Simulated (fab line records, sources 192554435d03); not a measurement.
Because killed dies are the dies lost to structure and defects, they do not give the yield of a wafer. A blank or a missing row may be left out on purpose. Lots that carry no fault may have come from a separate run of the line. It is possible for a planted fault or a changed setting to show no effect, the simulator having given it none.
Lot-split experiment	flow n5-finfet	7 lots, 21 wafers read, on a route of 1938 steps

THE SPLIT ITSELF
At N5_BEOL_M11_COAT_22 (resist thk 90 nm), the setting spin-rpm was moved away from the recipe's 1500 rpm on 8 of the 21 wafers read, by -8.4% to +11.0%. This setting was run at the recipe's value on the other wafers.

FROM THE SPLIT TO THE READING: what the file shows between them, 6 steps
- N5_BEOL_M11_EBR_24
- N5_BEOL_M11_SOFTBAKE_23: time 60 s
- N5_BEOL_M11_EXPOSE_25: exposes mask V10
- N5_BEOL_M11_PEB_26: peb time 60 s
- N5_BEOL_M11_DEVELOP_27: develop time 30 s
- N5_BEOL_M11_DESCUM_33: chemistry O2, time 7.9 s

THE READING
CAR-ArF_of_BEOL_M11_COAT_22.thk-nm (the simulator's own value, which no gauge read), in nm, at N5_BEOL_M11_ETCH_65 (etches SiARC in CF4, target depth 39 nm, time 65 s). No usual value for it is given in the file. Across the 13 wafers here that went through the recipe, the average is 56.0 nm and the standard deviation 0.53 nm.

wafer	tool, chamber at the split	spin-rpm as run, rpm	against the recipe	CAR-ArF_of_BEOL_M11_COAT_22.thk-nm, nm	against lot-mates on the recipe
L074.1	litho-track-02, 0	1616	+7.7%	52	-3.8
L074.3	litho-track-02, 0	1500	recipe	55.8	-
L074.5	litho-track-02, 0	1616	+7.7%	51.6	-4.2
L075.3	litho-track-04, 0	1500	recipe	55.8	-
L075.4	litho-track-04, 0	1662	+10.8%	51.4	-4.4
L075.5	litho-track-04, 0	1662	+10.8%	51.4	-4.4
L082.2	litho-track-03, 0	1665	+11.0%	50.4	-5.4
L082.3	litho-track-03, 0	1500	recipe	55.8	-
L082.4	litho-track-03, 0	1665	+11.0%	51.2	-4.6
L090.2	litho-track-02, 0	1500	recipe	55.8	-
L090.3	litho-track-02, 0	1500	recipe	56.2	-
L090.4	litho-track-02, 0	1374	-8.4%	61.4	+5.4
L087.1	litho-track-03, 0	1500	recipe	56	-
L087.4	litho-track-03, 0	1500	recipe	57.2	-
L087.5	litho-track-03, 0	1500	recipe	57	-
L094.3	litho-track-04, 0	1500	recipe	55.6	-
L094.4	litho-track-04, 0	1500	recipe	55.6	-
L094.5	litho-track-04, 0	1500	recipe	56	-
L097.1	litho-track-03, 0	1500	recipe	56	-
L097.2	litho-track-03, 0	1379	-8.1%	59.4	+3.8
L097.4	litho-track-03, 0	1500	recipe	55.2	-

FIT RESULTS
A straight line over all 21 wafers: CAR-ArF_of_BEOL_M11_COAT_22.thk-nm changes by -0.485 nm for each +1% of spin-rpm; r = -0.98; the points scatter about the line by 0.61 nm.
The same after taking each lot's own level away (the mean of its wafers on the recipe; 21 wafers): -0.477 nm for each +1%; r = -0.98; scatter 0.5 nm.
On that fit, the largest move of spin-rpm shifts the reading by 5.2 nm.
From 55.60 to 56.73 nm: that is the span of the lots' own levels, equal to 2.2 times the standard deviation above.
The two slopes are in agreement: the lot-to-lot level therefore moves the slope only a little.
Check: -5.06 nm against its lot-mates is what the line predicts for one of the wafers moved furthest among these (+11.0%) when that wafer is left out of the fit. It came out at -5.4 nm against them.

THESE WAFERS: OTHER SPLITS
Other splits were also applied to these wafers ahead of the reading. Each is held against what the fit with the lots' levels taken away leaves over:
other split on the same wafers	wafers away from the commonest value	r with CAR-ArF_of_BEOL_M11_COAT_22.thk-nm (lot level and that fit taken away)
N5_BEOL_M9_COAT_60 spin-rpm	4	+0.28
N5_BEOL_M9_ETCH_65 bias-w	3	-0.32
N5_BEOL_M9_TRENCH_ETCH_37 bias-w	4	-0.50
N5_BEOL_M11_COAT_64 spin-rpm	7	+0.62

THE WHOLE CHAIN: every reading that the file lists as answering this split, in the file's order
step	what it does	reading	change (the file's fit)	r (the file's)
N5_BEOL_M11_COAT_22	resist thk 90 nm	CAR-ArF_of_BEOL_M11_COAT_22.thk-nm (the simulator's own value, which no gauge read)	-0.449 nm for each +1% of the setting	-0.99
N5_BEOL_M11_DEVELOP_27	develop time 30 s	CAR-ArF_of_BEOL_M11_COAT_22.thk-nm (the simulator's own value, which no gauge read)	-0.435 nm for each +1% of the setting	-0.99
N5_BEOL_M11_DESCUM_33	chemistry O2, time 7.9 s	CAR-ArF_of_BEOL_M11_COAT_22.thk-nm (the simulator's own value, which no gauge read)	-0.439 nm for each +1% of the setting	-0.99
N5_BEOL_M11_ETCH_65	etches SiARC in CF4, target depth 39 nm, time 65 s	CAR-ArF_of_BEOL_M11_COAT_22.thk-nm (the simulator's own value, which no gauge read)	-0.484 nm for each +1% of the setting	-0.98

THE FILE'S OWN FIT
CAR-ArF_of_BEOL_M11_COAT_22.thk-nm changes by -0.484 nm for each +1% of spin-rpm, r = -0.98.
